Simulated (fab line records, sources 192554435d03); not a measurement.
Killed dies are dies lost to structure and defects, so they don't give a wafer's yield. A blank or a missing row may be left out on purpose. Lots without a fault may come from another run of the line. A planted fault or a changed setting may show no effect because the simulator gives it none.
One fault seen from 2 desks | flow n5_finfet | each desk has only its own numbers; what lay behind them comes last

THE TOOL OWNER'S DESK: pecvd-01
The tool's own readings at N5_BEOL_M6_ILD_DEP_00 (deposits SiCOH lowk from DEMS/porogen, target thk 179.75 nm, time 33.4 s): means of the sampled wafers that have a number, for each lot that ran on this tool. A lot is out of limits, marked OUT, if its mean lies more than 4 standard deviations from the usual mean; the brackets give that distance.
Columns: A = heater_power_w at N5_BEOL_M6_ILD_DEP_00, usual 361 W; B = rf_fwd_power_W at N5_BEOL_M6_ILD_DEP_00, usual 495.4 W; C = showerhead_plenum_p_Torr at N5_BEOL_M6_ILD_DEP_00, usual 5.738 Torr; D = throttle_valve_pct at N5_BEOL_M6_ILD_DEP_00, usual 13.7 %
lot  | first seen here | A   | B     | C     | D
L280 | day 8 09:14     | 368 | 495.5 | 5.728 | 13.7
L283 | day 9 08:05     | 346 | 494.9 | 5.732 | 13.4
L293 | day 12 05:52    | 380 | 494.6 | 5.746 | 13.9
L297 | day 12 17:43    | 349 | 495.2 | 5.742 | 13.6
This desk's finding: nothing out of limits on any of the 4 lots.

THE METROLOGY DESK
What the gauges read, lot by lot, whatever tool the lot ran on: means of the sampled wafers that have a number. A lot is out of limits, marked OUT, if its mean lies more than 4 standard deviations from the usual mean; the brackets give that distance.
Columns: A = M5_RS at N5_BEOL_M5_RS_MEAS_57, usual 0.387 ohm/sq; B = M6_ILD_THK at N5_BEOL_M6_THK_MEAS_01, usual 155.2 nm
lot  | first seen here | A     | B
L280 | day 8 09:10     | 0.393 | 156.7
L279 | day 8 14:51     | 0.393 | 155.2
L282 | day 9 02:47     | 0.389 | 158.1
L283 | day 9 08:01     | 0.383 | 153.6
L286 | day 10 14:29    | 0.392 | 157.7
L293 | day 12 05:48    | 0.377 | 161.6
L296 | day 12 12:03    | 0.383 | 155.6
L297 | day 12 17:39    | 0.386 | 157.1
L300 | day 13 18:46    | 0.389 | 153.7
L301 | day 13 23:41    | 0.398 | 157.5
L302 | day 14 01:04    | 0.392 | 155.0
This desk's finding: nothing out of limits on any of the 11 lots.

PUT TOGETHER
The tool owner's desk saw nothing out of limits.
The metrology desk saw nothing out of limits.

WHAT THE SIMULATOR HAD PUT IN
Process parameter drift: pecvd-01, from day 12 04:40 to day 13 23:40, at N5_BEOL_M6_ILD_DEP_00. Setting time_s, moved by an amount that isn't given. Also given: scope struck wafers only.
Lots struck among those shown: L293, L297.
